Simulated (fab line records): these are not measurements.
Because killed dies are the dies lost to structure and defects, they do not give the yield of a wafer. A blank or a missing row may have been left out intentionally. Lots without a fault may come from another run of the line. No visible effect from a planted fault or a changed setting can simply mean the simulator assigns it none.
A lot that was struck, set against a sound lot || flow n5-finfet || 19 out of 1938 route steps
Sound: the wafers L637.1, L637.2, L637.6. Struck: wafers L644.2, L644.3. (L644.1 of the same lot was not struck and is left out.) The cause comes at the end.
Each step with rows lists, per side, the tool, then ch with its chambers, then its first start. Under that, the readings that differ: sound wafers || struck wafers || difference of the means || sigmas: that difference in standard deviations of wafers without a fault.
alike: a reading whose means differ by less than 2 such deviations, as well as words and numbers matching on both sides. not compared: withheld readings; readings where some wafer has no value; bounds like >300 that might hide an equal value; numbers whose values overlap and for which the record gives no deviation.
The two part at a step that has a row with sigmas, a row that says differs or no value, or rows on one side only. Numbers that don't overlap but have no deviation are shown without sigmas and don't part them. A reading that every wafer of one side lacks parts them only if that side has two wafers or more.

first, 7 steps without rows for these wafers: N5_BEOL_M0_CUTY_COAT_50 (time 60 s, resist thk 15 nm); N5_BEOL_M0_CUTY_COAT_51 (resist thk 150 nm); N5_BEOL_M0_CUTY_EBR_52; N5_BEOL_M0_CUTY_SOFTBAKE_53 (time 60 s); N5_BEOL_M0_CUTY_EXPOSE_54 (exposes mask M0 ABLK); N5_BEOL_M0_CUTY_PEB_55 (peb time 60 s); N5_BEOL_M0_CUTY_DEVELOP_56 (develop time 30 s).
N5_BEOL_M0_CUTY_CD_MEAS_57 targets a cd of 200 nm.
  sound on cd-sem-03 ch 0, day 6 06:11; struck on cd-sem-02 ch 0, day 7 21:10
  alike: cd-nm
N5_BEOL_M0_CUTY_OVL_MEAS_58:
  sound on overlay-02 ch 0, day 6 06:13; struck on overlay-01 ch 0, day 7 21:11
  alike: M0_ABLK_OVL
N5_BEOL_M0_CUTY_INSPECT_59: inspects for defects (macro).
  struck on defect-inspect-01, day 7 21:13; sound on defect-inspect-01, day 6 06:14
  alike: raw-defect-count
N5_BEOL_M0_CUTY_DESCUM_61: chemistry O2, time 7.9 s.
  sound on rie-diel-05 ch 0,1, day 6 06:16; struck on rie-diel-04 ch 1,3, day 7 21:15
{"reading": "oes-product-au (a.u.)", "sound": "0.90 0.68 0.69", "struck": "0.96 0.92", "difference": "+0.18", "sigmas": "+2"}
{"reading": "throttle-valve-pct (%)", "sound": "20.26 20.73 20.74", "struck": "19.98 20.21", "difference": -0.48, "sigmas": -3}
  alike: drypump-motor-current-A, rf-vpp-V, showerhead-plenum-p-Torr, temp-c
  not compared: rf-hours-counter-h
N5_BEOL_M0_CUTY_ETCH_62: etches SiARC in CF4, time 58.5 s.
  sound on rie-diel-05 ch 0,1, day 6 06:18; struck on rie-diel-04 ch 1,3, day 7 21:17
{"reading": "oes-product-au (a.u.)", "sound": "0.77 0.59 0.58", "struck": "0.83 0.79", "difference": "+0.16", "sigmas": "+2"}
{"reading": "throttle-valve-pct (%)", "sound": "15.44 15.91 15.91", "struck": "15.01 15.24", "difference": -0.63, "sigmas": -3}
  alike: drypump-motor-current-A, etch-rf-on-time-s, rf-vpp-V, showerhead-plenum-p-Torr
  not compared: rf-hours-counter-h
N5_BEOL_M0_CUTY_ETCH_63: etches SOC in N2/H2, target depth 82.7 nm, overetch 16.5 nm, time 124 s.
  sound on rie-diel-05 ch 0,1, day 6 06:21; struck on rie-diel-04 ch 1,3, day 7 21:20
{"reading": "oes-product-au (a.u.)", "sound": "0.73 0.56 0.56", "struck": "0.79 0.74", "difference": "+0.15", "sigmas": "+2"}
{"reading": "throttle-valve-pct (%)", "sound": "17.76 18.18 18.18", "struck": "17.49 17.60", "difference": -0.49, "sigmas": -2}
{"reading": "model.SiO2_of_BEOL_M0_SAQP_SPACER2_ALD_26.thk-nm (nm)", "sound": "7.2 7.2 7.2", "struck": "5.4 5.2", "difference": -1.9, "sigmas": ""}
  alike: drypump-motor-current-A, n2-flow-sccm, rf-vpp-V, showerhead-plenum-p-Torr, temp-c
  not compared: rf-hours-counter-h
then, 1 step without rows for these wafers: N5_BEOL_M0_CUTY_STRIP_64 (strips in N2/H2).
N5_BEOL_M0_ETCH_138: etches SiCN in CH3F/O2, target depth 12 nm, time 31.6 s.
  sound on rie-diel-05 ch 0,1, day 6 06:28; struck on rie-diel-04 ch 1,3, day 7 21:27
{"reading": "throttle-valve-pct (%)", "sound": "16.00 16.55 16.58", "struck": "15.76 16.03", "difference": -0.48, "sigmas": -2}
  alike: drypump-motor-current-A, etch-rf-on-time-s, oes-product-au, rf-vpp-V, showerhead-plenum-p-Torr
  not compared: rf-hours-counter-h
N5_BEOL_M0_HM_OPEN_105: chemistry Cl2/BCl3, target TiN, target depth 12 nm.
  sound on rie-metal-02 ch 0,1, day 6 08:57; struck on rie-metal-03 ch 0,1, day 7 21:34
{"reading": "model.SiO2_of_BEOL_M0_SAQP_SPACER2_ALD_26.thk-nm (nm)", "sound": "2.6 2.8 2.6", "struck": "1.6 1.6", "difference": -1.1, "sigmas": ""}
  alike: bcl3-flow-sccm, drypump-motor-current-A, oes-product-au, throttle-valve-pct
  not compared: rf-hours-counter-h
N5_BEOL_M0_STRIP_140: strips in CF4.
  sound on rie-diel-05 ch 0,1, day 6 09:07; struck on rie-diel-04 ch 0,3, day 7 21:47
  alike: drypump-motor-current-A, oes-product-au, rf-vpp-V, showerhead-plenum-p-Torr, throttle-valve-pct
  not compared: rf-hours-counter-h
N5_BEOL_M4_RC_MEAS_101:
  sound on prober-01 ch 0, day 8 15:06; struck on prober-02 ch 0, day 9 21:35
{"reading": "SS_P (mV/dec)", "sound": "73.4 73.3 72.6", "struck": "74.9 74.4", "difference": "+1.6", "sigmas": "+2"}
  alike: DIBL_N, DIBL_P, IOFF_N, IOFF_P, ION_N, ION_P, SS_N, VT_N, VT_P
-- a jump in the record: the struck wafers' starts before and after are 4 days apart (it breaks off in module BEOL_M4 and resumes in module PASSIVATION, where the first step shown is number 1936 of the route) --
N5_PASSIVATION_PROBE_49:
  struck on prober-02, day 14 02:25; sound on prober-02, day 13 01:34
  alike: defect-limited-yield, killed_at_M0_to_M3, killed_at_M4_up, killed-at-contacts, killed-at-front-end, killed-at-other, killed-dies, killed-open, killed-short, sort_bin_5_function, sort_bin_6_memory, sort-n-pass, sort-yield-pct

## WHERE THEY PART
At N5_BEOL_M0_CUTY_DESCUM_61 first; at N5_BEOL_M4_RC_MEAS_101 last (within this record only). Later steps at which nothing parts them and some readings are alike: N5_PASSIVATION_PROBE_49.

WHY: the cause the simulator had injected
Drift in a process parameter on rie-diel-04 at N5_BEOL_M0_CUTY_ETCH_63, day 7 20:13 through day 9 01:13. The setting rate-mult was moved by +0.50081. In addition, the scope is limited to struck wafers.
